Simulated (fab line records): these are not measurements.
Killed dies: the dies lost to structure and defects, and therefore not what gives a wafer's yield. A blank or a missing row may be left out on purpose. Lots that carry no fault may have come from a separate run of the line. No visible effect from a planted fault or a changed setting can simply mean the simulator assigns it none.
Matching of chambers | flow nandHarc | NHARC_A_CHANNEL_FILL_D2_ETCHBACK_19 on rieSi-05 has 4 sister chambers
The step etches the open film in HBr/Cl2, target depth 5 nm, time 1.7 s. 4 wafers are shown with their chamber, then 9 later ones without.

== WAFERS WITH THEIR CHAMBER ==
wafer  | chamber | drypumpMotorCurrentA (A)
L084.3 | 1       | 6.2
L084.5 | 0       | 5.8
L091.5 | 3       | 5.0
L091.6 | 2       | 5.9

== WAFERS WITH NO CHAMBER GIVEN ==
wafer  | drypumpMotorCurrentA (A)
L093.1 | 5.7
L093.3 | 6.2
L093.6 | 5.9
L096.1 | 5.0
L096.2 | 5.9
L096.3 | 5.7
L096.4 | 6.2
L096.5 | 5.9
L096.6 | 6.2

== WHICH CHAMBER EACH WENT THROUGH ==
wafer  | from the rows above | in truth
L093.1 | 0                   | 0
L093.3 | 1                   | 1
L093.6 | 2                   | 2
L096.1 | 3                   | 3
L096.2 | 2                   | 2
L096.3 | 0                   | 0
L096.4 | 1                   | 1
L096.5 | 2                   | 2
L096.6 | 1                   | 1
Correct placement for 9 of the 9. Can't be placed from these rows: 0. 0 placed wrongly.
How it was worked out, from the rows above alone: a wafer's distance from a chamber is the root of the sum, over the readings, of the square of ((its reading less the chamber's mean) divided by the reading's scatter). If the next closest chamber is less than 2 further off than the closest, the wafer can't be placed; otherwise it belongs to the closest. Each chamber's mean is taken over the wafers shown for it. The scatter (one wafer shown for each chamber): square how far every hidden wafer sits from the nearest shown wafer, average those squares and take the square root.
